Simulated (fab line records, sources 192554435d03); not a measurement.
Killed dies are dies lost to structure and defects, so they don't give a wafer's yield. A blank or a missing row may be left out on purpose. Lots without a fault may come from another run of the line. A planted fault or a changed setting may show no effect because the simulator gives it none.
Tool commonality check | flow n5_finfet | 10 lots, 30 wafers sampled

WHY IT WAS OPENED
At N5_BEOL_M12_THK_MEAS_01 the reading M12_ILD_THK is flagged on 2 of 10 lots. Wafers without a fault read 659 nm, standard deviation 9.1.
Rule: a lot is flagged when every wafer of it that has a number lies more than 4 standard deviations from that mean, or none has a number. The other lots count as sound.

lot  | measured     | on            | M12_ILD_THK (nm), wafer by wafer | flag
L712 | day 10 02:31 | film_metro-01 | 658 670 672                      |
L713 | day 10 11:31 | film_metro-01 | 662 657 669                      |
L714 | day 11 06:22 | film_metro-01 | 652 651 658                      |
L717 | day 11 06:38 | film_metro-02 | 667 652 670                      |
L719 | day 12 00:41 | film_metro-02 | 656 665 668                      |
L726 | day 14 00:30 | film_metro-02 | 564 593 582                      | FLAGGED
L728 | day 14 19:26 | film_metro-01 | 648 660 653                      |
L731 | day 15 08:52 | film_metro-01 | 581 571 600                      | FLAGGED
L734 | day 16 00:11 | film_metro-02 | 657 664 651                      |
L735 | day 16 08:13 | film_metro-02 | 642 657 649                      |
The numbers of the flagged lots are 582 nm on average: -77 nm against the usual, or -8 standard deviations.

WHICH TOOL RAN EACH LOT
The record holds 2 process steps before the reading, out of a route of 1938 steps. In each cell: the tool, then ch and the chambers that the sampled wafers went through, then the start.
lot  | flag    | N5_BEOL_M11_ALD_74                  | N5_BEOL_M12_ILD_DEP_00
L712 |         | ald_metal-02 ch 0,1,3, day 9 23:04  | pecvd-02 ch 0,1,2, day 10 02:23
L713 |         | ald_metal-02 ch 0,2,3, day 10 07:47 | pecvd-01 ch 0,1, day 10 11:20
L714 |         | ald_metal-04 ch 0,1,2, day 11 03:04 | pecvd-03 ch 0,1,2, day 11 06:13
L717 |         | ald_metal-03 ch 1,2,3, day 11 03:28 | pecvd-01 ch 0,2, day 11 06:31
L719 |         | ald_metal-04 ch 0,1,2, day 11 21:34 | pecvd-03 ch 0,2, day 12 00:34
L726 | FLAGGED | ald_metal-03 ch 1,2,3, day 13 22:23 | pecvd-01 ch 0,1,2, day 14 00:21
L728 |         | ald_metal-03 ch 0,2,3, day 14 17:20 | pecvd-03 ch 0,1, day 14 19:19
L731 | FLAGGED | ald_metal-02 ch 1,2,3, day 15 07:01 | pecvd-01 ch 0,1, day 15 08:44
L734 |         | ald_metal-04 ch 1,2,3, day 15 21:01 | pecvd-03 ch 1,2, day 16 00:03
L735 |         | ald_metal-04 ch 0,1,2, day 16 06:17 | pecvd-03 ch 0,1,2, day 16 08:04
What these steps do:
- N5_BEOL_M11_ALD_74: deposits TaN, target thk 2 nm, pulse time 2 s, purge time 3 s.
- N5_BEOL_M12_ILD_DEP_00: deposits SiOC from DEMS/O2, target thk 658.92 nm, time 130.7 s.
- N5_BEOL_M12_THK_MEAS_01

FLAGGED OVER TOTAL, TOOL BY TOOL (the gauges that took the reading come last)
step                    | tool          | lots run | flagged | share of the flagged lots | sound lots run after its first flagged lot
N5_BEOL_M11_ALD_74      | ald_metal-02  | 3        | 1       | some                      | 0
N5_BEOL_M11_ALD_74      | ald_metal-03  | 3        | 1       | some                      | 1 (L728)
N5_BEOL_M11_ALD_74      | ald_metal-04  | 4        | 0       | none                      | -
N5_BEOL_M12_ILD_DEP_00  | pecvd-01      | 4        | 2       | all                       | 0
N5_BEOL_M12_ILD_DEP_00  | pecvd-02      | 1        | 0       | none                      | -
N5_BEOL_M12_ILD_DEP_00  | pecvd-03      | 5        | 0       | none                      | -
N5_BEOL_M12_THK_MEAS_01 | film_metro-01 | 5        | 1       | some                      | 0
N5_BEOL_M12_THK_MEAS_01 | film_metro-02 | 5        | 1       | some                      | 2 (L734,L735)

WHAT THE TABLE ALLOWS
1 row of the table ran every flagged lot: pecvd-01 at N5_BEOL_M12_ILD_DEP_00.
- pecvd-01 at N5_BEOL_M12_ILD_DEP_00: 2 of its 4 lots flagged. Its last sound lot is L717 (day 11 06:31), its first flagged lot L726 (day 14 00:21): a fault that began between those two fits.
One tool is left: pecvd-01 at N5_BEOL_M12_ILD_DEP_00.

WHAT THE SIMULATOR HAD PUT IN
Site profile drift: pecvd-01, from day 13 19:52 on, at N5_BEOL_M12_ILD_DEP_00. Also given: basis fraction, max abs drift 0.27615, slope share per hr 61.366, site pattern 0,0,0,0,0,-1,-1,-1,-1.
Lots struck among those shown: L726, L731. The rule above found the same.
